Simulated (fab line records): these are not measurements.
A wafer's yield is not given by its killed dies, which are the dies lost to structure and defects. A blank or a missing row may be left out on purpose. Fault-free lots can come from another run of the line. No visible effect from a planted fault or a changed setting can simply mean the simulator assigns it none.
What tool caused it? ; flow nandHarc ; Sampling: 12 lots, 36 wafers, 6 of 1159 route steps

== WHAT THE GAUGES READ, wafer by wafer ==
NHARC_P_ZERO_WELL_CD_MEAS_24: the cd target is 720 nm. Usual: cdNm at 720.4 nm, with a standard deviation of 1.2.
lot;measured;on;cdNm (nm);flag
L345;day 1 14:28;cdSem-03;719.5 719.9 720.7;
L347;day 2 02:35;cdSem-02;722.1 721.8 721.7;
L348;day 2 08:38;cdSem-02;720.9 722.0 721.7;
L350;day 2 20:35;cdSem-03;720.3 720.6 719.0;
L351;day 3 02:38;cdSem-01;719.2 718.2 721.8;
L353;day 3 14:41;cdSem-02;722.2 720.1 719.7;
L356;day 4 08:35;cdSem-01;- - -;OFF
L364;day 6 08:20;cdSem-01;721.4 720.6 720.0;
L365;day 6 14:28;cdSem-02;718.8 720.3 719.8;
L366;day 6 20:40;cdSem-02;722.7 721.0 720.3;
L367;day 7 02:37;cdSem-03;721.1 719.2 722.4;
L368;day 7 08:23;cdSem-03;720.1 718.6 721.2;

NHARC_P_ZERO_WELL_CD_MEAS_37: the cd target is 720 nm. Usual: cdNm at 720.2 nm, with a standard deviation of 1.2.
lot;measured;on;cdNm (nm);flag
L345;day 1 15:58;cdSem-01;719.6 718.2 718.7;
L347;day 2 04:12;cdSem-03;719.9 721.0 719.8;
L348;day 2 10:08;cdSem-03;720.5 722.8 722.1;
L350;day 2 22:14;cdSem-02;721.7 721.1 719.8;
L351;day 3 04:16;cdSem-01;722.1 721.0 722.2;
L353;day 3 16:20;cdSem-01;721.5 720.0 719.5;
L356;day 4 10:14;cdSem-02;718.7 718.5 719.5;
L364;day 6 09:58;cdSem-01;719.5 719.4 721.8;
L365;day 6 16:07;cdSem-01;721.6 722.5 721.3;
L366;day 6 22:18;cdSem-03;718.6 718.8 719.9;
L367;day 7 04:08;cdSem-03;720.2 718.1 719.0;
L368;day 7 10:02;cdSem-01;720.9 718.5 720.4;

NHARC_END_SORT_01. Usual: killedAtArray 27, standard deviation 11; killedAtOther 0.7, standard deviation 0.93; killedAtPeriphery 2.9, standard deviation 1.9; killedDies 30, standard deviation 11; killedOpen 3.1, standard deviation 1.7; killedShort 1.9, standard deviation 1.3.
lot;measured;on;killedAtArray;killedAtOther;killedAtPeriphery;killedDies;killedOpen;killedShort;flag
L356;day 22 19:01;prober-01;16 20 29;0 0 0;661 657 648;677 677 677;2 2 5;1 4 4;OFF

== WHICH TOOL RAN EACH LOT (tool, then ch and the chambers of the sampled wafers, then the start) ==
lot;NHARC_P_ZERO_WELL_ETCH_65;NHARC_P_ZERO_WELL_EXPOSE_21;NHARC_P_STI_ETCH_15
L345;rieDiel-05 ch 0,1,3, day 1 13:29;krfScanner-04 ch 0, day 1 14:18;rieSi-06 ch 0,1,2, day 2 13:38
L347;rieDiel-05 ch 0,1,3, day 2 01:28;krfScanner-01 ch 0, day 2 02:25;rieSi-04 ch 1,2,3, day 3 02:08
L348;rieDiel-11 ch 0,2,3, day 2 07:29;krfScanner-02 ch 0, day 2 08:28;rieSi-02 ch 0,3, day 3 01:58
L350;rieDiel-11 ch 2,3, day 2 19:29;krfScanner-04 ch 0, day 2 20:26;rieSi-02 ch 2,3, day 3 19:25
L351;rieDiel-10 ch 1,2,3, day 3 01:29;krfScanner-02 ch 0, day 3 02:28;rieSi-06 ch 0,1,3, day 4 00:01
L353;rieDiel-10 ch 1,2, day 3 13:34;krfScanner-04 ch 0, day 3 14:31;rieSi-06 ch 0,1,2, day 4 08:13
L356;rieDiel-05 ch 1,2, day 4 07:29;krfScanner-02 ch 0, day 4 08:26;-
L364;rieDiel-05 ch 0,2,3, day 6 07:21;krfScanner-02 ch 0, day 6 08:11;rieSi-04 ch 0,1,2, day 7 08:32
L365;rieDiel-10 ch 2,3, day 6 13:29;krfScanner-02 ch 0, day 6 14:19;rieSi-02 ch 0,2,3, day 7 08:35
L366;rieDiel-11 ch 0,2, day 6 19:33;krfScanner-01 ch 0, day 6 20:31;rieSi-04 ch 2,3, day 7 18:02
L367;rieDiel-11 ch 1,2,3, day 7 01:29;krfScanner-02 ch 0, day 7 02:28;rieSi-04 ch 0,1, day 8 01:53
L368;rieDiel-10 ch 1,3, day 7 07:23;krfScanner-02 ch 0, day 7 08:14;rieSi-02 ch 0,1,2, day 8 01:44
- NHARC_P_ZERO_WELL_ETCH_65: etches the open film in N2/H2, target depth 80 nm, overetch 24 nm, time 87.88 s.
- NHARC_P_ZERO_WELL_EXPOSE_21: exposes mask P NWELL, target cd 720 nm.
- NHARC_P_STI_ETCH_15: etches the open film in HBr/Cl2, target depth 300 nm, time 100.1 s.

== AS READ BY THE TOOLS THEMSELVES (means over the sampled wafers that have a number; for cases with no such wafer, the mark the record gives instead) ==
NHARC_P_ZERO_WELL_ETCH_65. Usual: drypumpMotorCurrentA 5.8 A, standard deviation 0.35; oesProductAu 1.001 a.u., standard deviation 0.0088; rfVppV 430.7 V, standard deviation 2.8; showerheadPlenumPTorr 2.04 Torr, standard deviation 0.096; throttleValvePct 14.171 %, standard deviation 0.0085.
lot;tool;drypumpMotorCurrentA (A);oesProductAu (a.u.);rfVppV (V);showerheadPlenumPTorr (Torr);throttleValvePct (%);flag
L345;rieDiel-05;5.5;0.998;430.5;2.03;14.176;
L347;rieDiel-05;5.5;0.997;430.4;2.03;14.166;
L348;rieDiel-11;6.0;1.000;432.0;2.10;14.170;
L350;rieDiel-11;6.0;1.003;432.6;2.15;14.171;
L351;rieDiel-10;5.7;0.995;428.9;1.98;14.178;
L353;rieDiel-10;5.7;1.012;429.1;2.00;14.173;
L356;rieDiel-05;5.4;0.997;427.6;1.96;14.172;
L364;rieDiel-05;5.8;0.999;431.4;2.07;14.173;
L365;rieDiel-10;6.0;1.007;428.1;1.94;14.172;
L366;rieDiel-11;6.0;1.007;432.8;2.11;14.173;
L367;rieDiel-11;6.1;0.994;432.0;2.08;14.168;
L368;rieDiel-10;5.4;1.008;430.0;2.02;14.167;

NHARC_P_STI_ETCH_15. Usual: drypumpMotorCurrentA 5.6 A, standard deviation 0.54; oesProductAu 0.998 a.u., standard deviation 0.0071; throttleValvePct 26.405 %, standard deviation 0.0093.
lot;tool;drypumpMotorCurrentA (A);oesProductAu (a.u.);throttleValvePct (%);flag
L345;rieSi-06;5.4;1.001;26.407;
L347;rieSi-04;5.7;1.001;26.405;
L348;rieSi-02;5.4;1.004;26.406;
L350;rieSi-02;6.0;1.002;26.407;
L351;rieSi-06;5.3;0.995;26.396;
L353;rieSi-06;5.4;1.002;26.406;
L364;rieSi-04;5.4;0.993;26.402;
L365;rieSi-02;5.8;0.995;26.407;
L366;rieSi-04;6.3;1.001;26.402;
L367;rieSi-04;5.0;0.986;26.401;
L368;rieSi-02;6.0;1.001;26.407;

== THE ANSWER, worked out from the rows above alone ==
Rule: take the mean of a lot's wafers that have a number; if it is more than 3 standard deviations from the usual mean, the lot is off. A lot without any number at a reading at which 4 lots or more have one is off too. All remaining lots with rows at the step are treated as sound. Order of review: gauges by route order, followed by the tools' own readings, for which a lot's mean as printed above is used. At the first step where some lot is off, the reading lying furthest off is the one used; lots without a number count as furthest.
Off, at NHARC_P_ZERO_WELL_CD_MEAS_24 on cdNm: L356. Without a number there: L356.
If a tool, at a process step before that reading, ran all the lots that are off and no sound lot after the first of them, it fits. The gauges at NHARC_P_ZERO_WELL_CD_MEAS_24 aren't tried: what is off there is off at NHARC_END_SORT_01 too, on other tools, and a gauge's error can't cause that. Of those tried, none fits.

== WHAT THE SIMULATOR PUT IN ==
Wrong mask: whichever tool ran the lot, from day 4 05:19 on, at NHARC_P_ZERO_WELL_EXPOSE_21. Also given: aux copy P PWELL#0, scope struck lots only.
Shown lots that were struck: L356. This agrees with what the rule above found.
